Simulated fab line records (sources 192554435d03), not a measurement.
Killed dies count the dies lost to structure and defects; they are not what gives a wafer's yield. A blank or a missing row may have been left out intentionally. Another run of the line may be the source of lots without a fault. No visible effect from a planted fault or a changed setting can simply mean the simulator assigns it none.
Struck lot and sound lot, side by side :: flow n5_finfet :: 15 steps out of a route of 1938
Sound: these wafers, L438.3, L438.4, L438.5. Struck: wafers L451.2, L451.6. (L451.1 of the same lot was not struck and is left out.) The cause comes at the end.
Per side, at each step with rows, come the tool, then ch with its chambers, and then its first start. Under that, the readings that differ: sound wafers :: struck wafers :: difference of the means :: sigmas: that difference in standard deviations of wafers without a fault.
alike: a reading whose means differ by less than 2 such deviations, as well as words and numbers matching on both sides. not compared: withheld readings; readings where some wafer has no value; bounds like >300 that might hide an equal value; numbers whose values overlap and for which the record gives no deviation.
The two part at a step that has a row with sigmas, a row that says differs or no value, or rows on one side only. When numbers do not overlap yet have no deviation, they are printed without sigmas and do not part them. A reading missing from all wafers of one side parts the sides only when that side holds two or more wafers.

first, 2 steps without rows for these wafers: N5_HKMG_FIN_COAT_66 (time 60 s, resist thk 300 nm); N5_HKMG_FIN_ETCH_67 (etches SOC in N2/H2, stops on TiN, target depth 388.9 nm).
N5_HKMG_FIN_STRIP_90: strips SOC in N2/H2, time 20 s.
  sound on rie_diel-01 ch 0,1,3, day 5 20:31; struck on rie_diel-03 ch 0,2, day 9 02:16
  alike: drypump_motor_current_A, oes_product_au, rf_vpp_V, showerhead_plenum_p_Torr, throttle_valve_pct
  not compared: rf_hours_counter_h
then, 1 step without rows for these wafers: N5_HKMG_FIN_WET_ETCH_73 (etches the open film in SC1, time 42.3 s, target depth 1.3 nm, rinse time 30 s).
N5_HKMG_FIN_ETCHBACK_68: etches the open film in Cl2/Ar, stops on HfO2, target depth 0.5 nm.
  sound on rie_metal-03 ch 0,1, day 5 20:43; struck on rie_metal-01 ch 1, day 9 02:26
  alike: drypump_motor_current_A, oes_product_au, throttle_valve_pct
  not compared: rf_hours_counter_h
N5_HKMG_FIN_STRIP_69: strips in N2/H2, time 360 s.
  sound on plasma_asher-02 ch 0,1, day 5 20:56; struck on plasma_asher-02 ch 0,1, day 9 02:41
  alike: drypump_motor_current_A, heater_power_w
  not compared: rf_hours_counter_h
N5_HKMG_FIN_ALD_21: deposits TiN, target thk 1.5 nm, pulse time 1 s, purge time 3 s.
  sound on ald_metal-03 ch 0,3, day 5 21:12; struck on ald_metal-04 ch 0,2, day 9 03:04
  alike: heater_power_w, precursor_pulse_height_rel
  not compared: since_wet_clean_h
then, 4 steps without rows for these wafers: N5_HKMG_FIN_ALD_72 (deposits W, target thk 2 nm, pulse time 1 s, purge time 2 s); N5_HKMG_FIN_W_FILL_22 (material W, target thk 60 nm, time 18.2 s); N5_HKMG_FIN_PRECLEAN_83 (cleans in DIW, time 57.5 s); N5_HKMG_FIN_SRD_84 (dry time 32 s).
N5_HKMG_FIN_CMP_23: polishes, stops on SiNx, t overpolish 10 s, target thk 46.326 nm.
  sound on cmp-02 ch 0,1,2, day 5 21:49; struck on cmp-02 ch 1, day 9 03:36
  alike: head_pressure_psi, motor_current_A, overpolish_run_s, platen_rpm, slurry_flow_ml_min, time_to_endpoint_s
N5_HKMG_FIN_CMP_94: polishes, stops on SiNx, t overpolish 4.7 s, target thk 43.299 nm.
  sound on cmp-02 ch 0,1,2, day 5 22:15; struck on cmp-02 ch 1, day 9 04:05
reading: platen_rpm (rpm)
sound: 50.27 50.31 50.30
struck: 48.29 48.30
difference: -2.00
sigmas: -59
  alike: head_pressure_psi, motor_current_A, slurry_flow_ml_min
-- record jumps: 4 days separate the struck wafers' starts on either side; left off in module HKMG_FIN, taken up again in module BEOL_M4, whose first shown step is the route's number 1111 --
N5_BEOL_M4_RC_MEAS_101:
  sound on prober-01 ch 0, day 9 11:16; struck on prober-01 ch 0, day 12 22:20
  alike: DIBL_N, DIBL_P, IOFF_N, IOFF_P, ION_N, ION_P, SS_N, SS_P, VT_N, VT_P
-- the record jumps here: 5 days lie between the struck wafers' starts before and after (it left off in module BEOL_M4 and takes up again in module PASSIVATION, whose first step shown is number 1936 of the route) --
N5_PASSIVATION_PROBE_49:
  sound on prober-02, day 14 12:22; struck on prober-02, day 17 12:29
  alike: defect_limited_yield, killed_at_M0_to_M3, killed_at_M4_up, killed_at_contacts, killed_at_front_end, killed_at_other, killed_dies, killed_open, killed_short, sort_bin_5_function, sort_bin_6_memory, sort_n_pass, sort_yield_pct

## WHERE THEY PART
Only at N5_HKMG_FIN_CMP_94, as far as this record shows. Later steps at which nothing parts them and some readings are alike: N5_BEOL_M4_RC_MEAS_101, N5_PASSIVATION_PROBE_49.

WHY: whatever the simulator had introduced
cmp-02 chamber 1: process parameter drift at N5_HKMG_FIN_CMP_94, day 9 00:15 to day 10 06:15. A move of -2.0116 in setting platen_rpm, from 50.289. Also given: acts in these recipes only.
